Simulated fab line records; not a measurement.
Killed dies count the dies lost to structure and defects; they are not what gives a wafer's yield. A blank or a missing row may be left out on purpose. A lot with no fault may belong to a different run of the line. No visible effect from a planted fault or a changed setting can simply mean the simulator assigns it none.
Chamber matching + flow n5-finfet + rie-diel-01 running N5_BEOL_M1_STRIP_36: 3 sister chambers
The step strips in N2/H2. 14 wafers are shown with their chamber, then 7 later ones without.

== EACH WAFER AND ITS CHAMBER ==
| wafer  | chamber | showerhead-plenum-p-Torr (Torr) | drypump-motor-current-A (A) | oes-product-au (a.u.) |
|--------|---------|---------------------------------|-----------------------------|-----------------------|
| L075.2 | 0       | 2.58                            | 5.5                         | 0.94                  |
| L075.4 | 1       | 2.40                            | 6.6                         | 0.69                  |
| L075.6 | 0       | 2.58                            | 5.5                         | 0.92                  |
| L077.1 | 0       | 2.58                            | 5.6                         | 0.94                  |
| L077.4 | 1       | 2.40                            | 6.6                         | 0.68                  |
| L077.6 | 1       | 2.40                            | 6.6                         | 0.70                  |
| L080.1 | 3       | 2.65                            | 6.6                         | 0.73                  |
| L080.3 | 1       | 2.40                            | 6.6                         | 0.68                  |
| L080.6 | 1       | 2.40                            | 6.6                         | 0.69                  |
| L081.1 | 0       | 2.58                            | 5.6                         | 0.91                  |
| L081.2 | 1       | 2.40                            | 6.6                         | 0.68                  |
| L081.5 | 1       | 2.40                            | 6.6                         | 0.67                  |
| L090.3 | 0       | 2.57                            | 5.6                         | 0.88                  |
| L090.4 | 1       | 2.39                            | 6.6                         | 0.68                  |

SIGNATURES (means of the wafers above)
| reading                  | chamber 0 | chamber 1 | chamber 3 | scatter within a chamber |
|--------------------------|-----------|-----------|-----------|--------------------------|
| showerhead-plenum-p-Torr | 2.5780    | 2.3987    | 2.6500    | 0.0039                   |
| drypump-motor-current-A  | 5.560     | 6.600     | 6.600     | 0.033                    |
| oes-product-au           | 0.9180    | 0.6837    | 0.7300    | 0.0167                   |
Rule: for a wafer and a chamber, the distance is found by dividing, reading by reading, the gap between the wafer's reading and the chamber's mean by the reading's scatter, squaring, summing and taking the root. The wafer belongs to the nearest chamber; if the next one is less than 2 further off, it can't be placed. The scatter is the square root of a quotient: the sum, over the shown wafers, of each reading's squared deviation from its chamber's mean, divided by wafers minus chambers.

== WAFERS WITHOUT THEIR CHAMBER ==
| wafer  | showerhead-plenum-p-Torr (Torr) | drypump-motor-current-A (A) | oes-product-au (a.u.) |
|--------|---------------------------------|-----------------------------|-----------------------|
| L090.6 | 2.57                            | 5.5                         | 0.87                  |
| L091.1 | 2.39                            | 6.6                         | 0.67                  |
| L091.5 | 2.39                            | 6.6                         | 0.67                  |
| L091.6 | 2.57                            | 5.5                         | 0.87                  |
| L093.1 | 2.39                            | 6.6                         | 0.67                  |
| L093.4 | 2.64                            | 6.6                         | 0.74                  |
| L093.6 | 2.57                            | 5.6                         | 0.86                  |

== CHAMBER TAKEN BY EACH ==
| wafer  | from the rows above | in truth |
|--------|---------------------|----------|
| L090.6 | 0                   | 0        |
| L091.1 | 1                   | 1        |
| L091.5 | 1                   | 1        |
| L091.6 | 0                   | 0        |
| L093.1 | 1                   | 1        |
| L093.4 | 3                   | 3        |
| L093.6 | 0                   | 0        |
Placed correctly: 7 of 7. Not placeable from these rows: 0. 0 placed wrongly.
